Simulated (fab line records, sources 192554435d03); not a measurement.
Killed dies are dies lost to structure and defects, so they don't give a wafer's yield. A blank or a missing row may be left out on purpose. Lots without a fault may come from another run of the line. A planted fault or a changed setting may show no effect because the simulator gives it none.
A struck lot beside a sound one | flow n5_finfet | 16 steps out of a route of 1938
Sound: wafers L993.1, L993.2, L993.4. Struck: wafer L102.4. (L102.1, L102.2 of the same lot were not struck and are left out.) The cause comes at the end.
At each step with rows: each side's tool, then ch and its chambers, then its first start. Under that, the readings that differ: sound wafers | struck wafers | difference of the means | sigmas: that difference in standard deviations of wafers without a fault.
alike: readings whose means differ by less than 2 such deviations, and words and numbers that are the same on both sides. not compared: withheld readings, readings that some wafer has no value for, bounds like >300 that may hide the same value, and numbers for which the record gives no deviation and whose values overlap.
The two part at a step that has a row with sigmas, a row that says differs or no value, or rows on one side only. Numbers that don't overlap but have no deviation are shown without sigmas and don't part them. A reading that every wafer of one side lacks parts them only if that side has two wafers or more.

N5_BEOL_M11_HM_DEP_02: deposits TiN, target thk 20 nm.
  sound on pvd_sputter-02, day 12 18:07; struck on pvd_sputter-02, day 16 10:55
  alike: throttle_valve_pct
then, 8 steps without rows for these wafers: N5_BEOL_M11_COAT_59 (time 60 s, resist thk 100 nm); N5_BEOL_M11_COAT_60 (time 60 s, resist thk 30 nm); N5_BEOL_M11_COAT_05 (resist thk 90 nm); N5_BEOL_M11_EBR_07; N5_BEOL_M11_SOFTBAKE_06 (time 60 s); N5_BEOL_M11_EXPOSE_08 (exposes mask M11); N5_BEOL_M11_PEB_09 (peb time 60 s); N5_BEOL_M11_DEVELOP_10 (develop time 30 s).
N5_BEOL_M11_CD_MEAS_11: target cd 64.1 nm.
  sound on cd_sem-02 ch 0, day 12 19:29; struck on cd_sem-02 ch 0, day 16 11:25
  alike: cd_nm
N5_BEOL_M11_OVL_MEAS_12:
  sound on overlay-01 ch 0, day 12 19:31; struck on overlay-01 ch 0, day 16 11:26
  alike: M11_OVL
N5_BEOL_M11_INSPECT_13: inspects for defects (brightfield).
  sound on defect_inspect-01, day 12 19:32; struck on defect_inspect-02, day 16 11:28
  reading          | sound       | struck | difference | sigmas
  raw_defect_count | 515 527 727 | 306    | -284       | -3
N5_BEOL_M11_DESCUM_16: chemistry O2, time 7.9 s.
  sound on rie_diel-06 ch 0,2,3, day 12 19:35; struck on rie_diel-01 ch 3, day 16 12:02
  reading                                       | sound          | struck | difference | sigmas
  model.CAR-ArF_of_BEOL_M11_COAT_05.thk_nm (nm) | 83.6 83.6 83.8 | 85.6   | +1.9       |
  alike: drypump_motor_current_A, oes_product_au, rf_vpp_V, showerhead_plenum_p_Torr, throttle_valve_pct
  not compared: rf_hours_counter_h
N5_BEOL_M11_ETCH_61: etches SiARC in CF4, target depth 39 nm, time 65 s.
  sound on rie_diel-06 ch 0,2,3, day 12 19:37; struck on rie_diel-01 ch 3, day 16 12:05
  reading                                       | sound          | struck | difference | sigmas
  etch_rf_on_time_s (s)                         | 65.8 64.8 65.1 | 68.6   | +3.4       | +2
  model.CAR-ArF_of_BEOL_M11_COAT_05.thk_nm (nm) | 55.6 55.6 55.8 | 57.6   | +1.9       |
  alike: drypump_motor_current_A, oes_product_au, rf_vpp_V, showerhead_plenum_p_Torr, throttle_valve_pct
  not compared: rf_hours_counter_h
N5_BEOL_M11_ETCH_62: etches SOC in N2/H2, target depth 110 nm, overetch 22 nm, time 165 s.
  sound on rie_diel-06 ch 0,2,3, day 12 19:40; struck on rie_diel-01 ch 3, day 16 12:08
  alike: drypump_motor_current_A, h2_flow_sccm, n2_flow_sccm, oes_product_au, rf_vpp_V, showerhead_plenum_p_Torr, throttle_valve_pct
  not compared: rf_hours_counter_h
then, 1 step without rows for these wafers: N5_PASSIVATION_PROBE_49.

WHERE THEY PART
First at N5_BEOL_M11_INSPECT_13; last, within this record, at N5_BEOL_M11_ETCH_61. Later steps at which nothing parts them and some readings are alike: N5_BEOL_M11_ETCH_62.

WHY: what the simulator had put in
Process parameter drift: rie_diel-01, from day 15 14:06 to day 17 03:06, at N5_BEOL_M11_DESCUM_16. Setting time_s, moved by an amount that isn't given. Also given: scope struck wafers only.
